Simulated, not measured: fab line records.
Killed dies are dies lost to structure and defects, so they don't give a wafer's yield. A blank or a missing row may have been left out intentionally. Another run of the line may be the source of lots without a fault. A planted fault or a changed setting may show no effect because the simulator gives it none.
Matching of chambers + flow n5_finfet + rie_diel-02 running N5_BEOL_M0_SAQP_SPACER2_ETCHBACK_27: 4 sister chambers
The step etches SiO2 in CHF3/O2, target depth 22.5 nm, time 11.25 s. 8 wafers are shown with their chamber, then 6 later ones without.

== WAFERS WITH THEIR CHAMBER ==
| wafer  | chamber | drypump_motor_current_A (A) | showerhead_plenum_p_Torr (Torr) |
|--------|---------|-----------------------------|---------------------------------|
| L793.5 | 2       | 6.4                         | 2.37                            |
| L799.2 | 0       | 5.6                         | 2.37                            |
| L800.3 | 0       | 5.5                         | 2.37                            |
| L800.5 | 1       | 5.2                         | 2.32                            |
| L802.4 | 2       | 6.4                         | 2.37                            |
| L802.5 | 3       | 6.2                         | 2.30                            |
| L804.1 | 1       | 5.2                         | 2.31                            |
| L804.2 | 3       | 6.2                         | 2.30                            |

== WAFERS MISSING THEIR CHAMBER ==
| wafer  | drypump_motor_current_A (A) | showerhead_plenum_p_Torr (Torr) |
|--------|-----------------------------|---------------------------------|
| L804.3 | 6.4                         | 2.36                            |
| L811.2 | 5.6                         | 2.37                            |
| L811.3 | 5.2                         | 2.31                            |
| L811.6 | 6.4                         | 2.36                            |
| L814.2 | 6.2                         | 2.30                            |
| L814.3 | 6.4                         | 2.36                            |

== THE CHAMBER EACH PASSED THROUGH ==
| wafer  | from the rows above | in truth |
|--------|---------------------|----------|
| L804.3 | 2                   | 2        |
| L811.2 | 0                   | 0        |
| L811.3 | 1                   | 1        |
| L811.6 | 2                   | 2        |
| L814.2 | 3                   | 3        |
| L814.3 | 2                   | 2        |
Correctly placed: 6 of 6. Number that these rows cannot place: 0. Number placed wrongly: 0.
How it was worked out, from the rows above alone: a wafer's distance from a chamber is the root of the sum, over the readings, of the square of ((its reading less the chamber's mean) divided by the reading's scatter). If the next closest chamber is less than 2 further off than the closest, the wafer can't be placed; otherwise it belongs to the closest. The mean given for a chamber averages the wafers shown for that chamber. The scatter: the root of (the sum of the squares of (reading less its chamber's mean) over the shown wafers, divided by (wafers less chambers)).
